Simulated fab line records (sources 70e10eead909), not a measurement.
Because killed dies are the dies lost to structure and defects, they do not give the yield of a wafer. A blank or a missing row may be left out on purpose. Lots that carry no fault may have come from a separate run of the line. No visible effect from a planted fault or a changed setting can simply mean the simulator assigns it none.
Matching of chambers || flow nand-harc || pecvd-02 running NHARC_P_M0_PRE_CLEAN_31: 3 sister chambers
The step time 12 s. 3 wafers are shown with their chamber, then 7 later ones without.

== WAFERS, EACH WITH ITS CHAMBER ==
{"wafer": "L429.3", "chamber": 2, "heater-power-w (W)": 645}
{"wafer": "L432.2", "chamber": 1, "heater-power-w (W)": 660}
{"wafer": "L432.3", "chamber": 0, "heater-power-w (W)": 718}

== WAFERS WITHOUT THEIR CHAMBER ==
{"wafer": "L432.5", "heater-power-w (W)": 625}
{"wafer": "L434.1", "heater-power-w (W)": 600}
{"wafer": "L434.4", "heater-power-w (W)": 636}
{"wafer": "L434.5", "heater-power-w (W)": 734}
{"wafer": "L435.1", "heater-power-w (W)": 660}
{"wafer": "L435.5", "heater-power-w (W)": 670}
{"wafer": "L435.6", "heater-power-w (W)": 654}

== CHAMBER TAKEN BY EACH ==
{"wafer": "L432.5", "from the rows above": "can't be placed: 2 or 1", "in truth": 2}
{"wafer": "L434.1", "from the rows above": "can't be placed: 2 or 1", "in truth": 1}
{"wafer": "L434.4", "from the rows above": "can't be placed: 2 or 1", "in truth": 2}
{"wafer": "L434.5", "from the rows above": 0, "in truth": 0}
{"wafer": "L435.1", "from the rows above": "can't be placed: 1 or 2", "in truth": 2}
{"wafer": "L435.5", "from the rows above": "can't be placed: 1 or 2 or 0", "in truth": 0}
{"wafer": "L435.6", "from the rows above": "can't be placed: 1 or 2", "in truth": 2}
Correct placement for 1 of the 7. Cannot be placed on the basis of these rows: 6; the candidates contain the true chamber in 6. Number placed wrongly: 0.
How it was worked out, from the rows above alone: a wafer's distance from a chamber is the root of the sum, over the readings, of the square of ((its reading less the chamber's mean) divided by the reading's scatter). The wafer belongs to the nearest chamber; if the next one is less than 2 further off, it can't be placed. A chamber's mean is the mean of its shown wafers. The scatter: root of mean squared gap, hidden wafer to nearest shown wafer, with one shown wafer a chamber.
